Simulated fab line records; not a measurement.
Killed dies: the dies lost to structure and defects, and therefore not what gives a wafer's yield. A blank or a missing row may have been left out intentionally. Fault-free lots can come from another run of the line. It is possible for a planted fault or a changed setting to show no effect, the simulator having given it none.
One fault through the eyes of 2 desks	flow n5-finfet	every desk sees just its own numbers, and what lay behind them comes last

== THE METROLOGY DESK ==
What the gauges read, lot by lot, whatever tool the lot ran on: means of the sampled wafers that have a number. A lot is out of limits, marked OUT, if its mean lies more than 4 standard deviations from the usual mean; the brackets give that distance.
Columns: A = TV_OVL at N5_PASSIVATION_OVL_MEAS_60, usual 1 nm
lot	first seen here	A
L804	day 13 00:10	-2
L807	day 13 14:04	-1
L806	day 13 15:10	-3
L809	day 13 18:28	-5
L812	day 14 15:13	-5
L816	day 16 02:17	4
L820	day 17 01:57	-5
L819	day 17 06:31	1
L818	day 17 07:27	4
L821	day 17 22:19	0
L827	day 19 01:13	-2
This desk's verdict: no lot among the 11 shows anything out of limits.

== DESK OF THE TOOL OWNER: pecvd-03 ==
The tool's own readings at N5_PASSIVATION_PECVD_55 (deposits SiO2 from SiH4/N2O, target thk 400 nm, time 22.5 s): means of the sampled wafers that have a number, for each lot that ran on this tool. A lot is out of limits, marked OUT, if its mean lies more than 4 standard deviations from the usual mean; the brackets give that distance.
Columns: A = heater-power-outer-w at N5_PASSIVATION_PECVD_55, usual 371 W; B = heater-power-w at N5_PASSIVATION_PECVD_55, usual 641 W; C = showerhead-plenum-p-Torr at N5_PASSIVATION_PECVD_55, usual 8.14 Torr; D = throttle-valve-pct at N5_PASSIVATION_PECVD_55, usual 52 %
lot	first seen here	A	B	C	D
L807	day 13 10:13	347	620	8.16	52
L806	day 13 11:11	395	691	8.11	51
L812	day 14 13:22	414	709	8.10	51
L819	day 17 05:16	357	597	8.21	52
L818	day 17 06:52	403	678	8.14	56
L821	day 17 21:19	345	588	8.21	52
This desk's verdict: no lot among the 6 shows anything out of limits.

== TAKEN TOGETHER ==
Metrology desk: nothing out of limits seen.
The tool owner's desk saw nothing out of limits.

== WHAT HAD BEEN PUT IN BY THE SIMULATOR ==
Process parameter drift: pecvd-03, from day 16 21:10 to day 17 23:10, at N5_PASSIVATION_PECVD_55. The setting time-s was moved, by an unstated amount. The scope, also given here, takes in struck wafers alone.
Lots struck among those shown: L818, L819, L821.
